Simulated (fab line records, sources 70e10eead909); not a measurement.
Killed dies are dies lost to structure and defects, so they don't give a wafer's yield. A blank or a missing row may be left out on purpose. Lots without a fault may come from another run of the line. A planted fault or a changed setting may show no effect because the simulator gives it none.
A struck lot beside a sound one | flow nand_harc | 15 steps out of a route of 1159
Sound: wafers L838.2, L838.3, L838.4. Struck: wafers L851.3, L851.5. (L851.6 of the same lot was not struck and is left out.) The cause comes at the end.
At each step with rows: each side's tool, then ch and its chambers, then its first start. Under that, the readings that differ: sound wafers | struck wafers | difference of the means | sigmas: that difference in standard deviations of wafers without a fault.
alike: readings whose means differ by less than 2 such deviations, and words and numbers that are the same on both sides. not compared: withheld readings, readings that some wafer has no value for, bounds like >300 that may hide the same value, and numbers for which the record gives no deviation and whose values overlap.
The two part at a step that has a row with sigmas, a row that says differs or no value, or rows on one side only. Numbers that don't overlap but have no deviation are shown without sigmas and don't part them. A reading that every wafer of one side lacks parts them only if that side has two wafers or more.

first, 4 steps without rows for these wafers: NHARC_P_M2_EBR_05; NHARC_P_M2_EXPOSE_06 (exposes mask P M2, target cd 170 nm); NHARC_P_M2_PEB_07 (peb time 65 s); NHARC_P_M2_DEVELOP_08 (develop time 35 s).
NHARC_P_M2_CD_MEAS_09: target cd 170 nm.
  sound on cd_sem-03 ch 0, day 7 08:54; struck on cd_sem-02 ch 0, day 10 08:05
  alike: cd_nm
NHARC_P_M2_OVL_MEAS_10: pitch 340 nm.
  sound on overlay-02, day 7 08:59; struck on overlay-01, day 10 08:11
  alike: overlay_x_nm, overlay_y_nm
NHARC_P_M2_INSPECT_11:
  sound on defect_inspect-02, day 7 09:01; struck on defect_inspect-02, day 10 08:13
  alike: raw_defect_count
NHARC_P_M2_DESCUM_14: chemistry O2, time 3 s.
  sound on rie_diel-13 ch 1,2,3, day 7 09:05; struck on rie_diel-09 ch 2,3, day 10 08:17
  alike: drypump_motor_current_A, oes_product_au, rf_vpp_V, showerhead_plenum_p_Torr, throttle_valve_pct
  not compared: rf_hours_counter_h
NHARC_P_M2_ETCH_35: etches the open film in N2/H2, target depth 40 nm, overetch 12 nm, time 43.94 s.
  sound on rie_diel-13 ch 1,2,3, day 7 09:10; struck on rie_diel-09 ch 2,3, day 10 08:23
  alike: drypump_motor_current_A, oes_product_au, rf_vpp_V, showerhead_plenum_p_Torr, throttle_valve_pct
  not compared: rf_hours_counter_h
NHARC_P_M2_ETCH_15: etches the open film in C4F8/Ar, target depth 182.5 nm, time 91.2 s.
  sound on rie_diel-13 ch 0,2,3; struck on rie_diel-09 ch 1,3
  alike: oes_product_au, rf_vpp_V
  not compared: rf_hours_counter_h
NHARC_P_M2_CD_MEAS_16:
  sound on cd_sem-02, day 7 09:23; struck on cd_sem-02, day 10 08:36
  alike: cd_nm
NHARC_P_M2_STRIP_18: strips in N2/H2.
  sound on rie_diel-03 ch 0,2,3, day 7 09:28; struck on rie_diel-13 ch 0,2, day 10 08:45
  alike: drypump_motor_current_A, oes_product_au, power_w, rf_vpp_V, showerhead_plenum_p_Torr, throttle_valve_pct
  not compared: rf_hours_counter_h
NHARC_P_M2_ETCH_28: etches the open film in CF4/N2, target depth 30 nm, time 72.99 s.
  sound on rie_diel-03 ch 0,1,2, day 7 09:47; struck on rie_diel-13 ch 0, day 10 08:55
  reading               | sound             | struck      | difference | sigmas
  oes_product_au (a.u.) | 1.001 0.991 0.998 | 0.869 0.871 | -0.127     | -14
  alike: drypump_motor_current_A, rf_vpp_V, showerhead_plenum_p_Torr, throttle_valve_pct
  not compared: rf_hours_counter_h
then, 1 step without rows for these wafers: NHARC_P_M2_STRIP_19 (strips in post etch residue remover, time 600 s).
-- the record jumps here: 14 days lie between the struck wafers' starts before and after (it left off in module P_M2 and takes up again in module END, whose first step shown is number 1159 of the route) --
NHARC_END_SORT_01:
  sound on prober-01 ch 0, day 21 01:20; struck on prober-02 ch 0, day 23 21:58
  alike: defect_limited_yield, killed_at_array, killed_at_other, killed_at_periphery, killed_dies, killed_open, killed_short, sort_bin_2_pct, sort_bin_3_pct, sort_bin_4_pct, sort_n_pass, sort_rim_yield_pct, sort_yield_pct

WHERE THEY PART
Only at NHARC_P_M2_ETCH_28, within this record. Later steps at which nothing parts them and some readings are alike: NHARC_END_SORT_01.

WHY: what the simulator had put in
Process parameter drift: rie_diel-13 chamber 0, from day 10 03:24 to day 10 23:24, at NHARC_P_M2_ETCH_28. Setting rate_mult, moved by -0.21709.
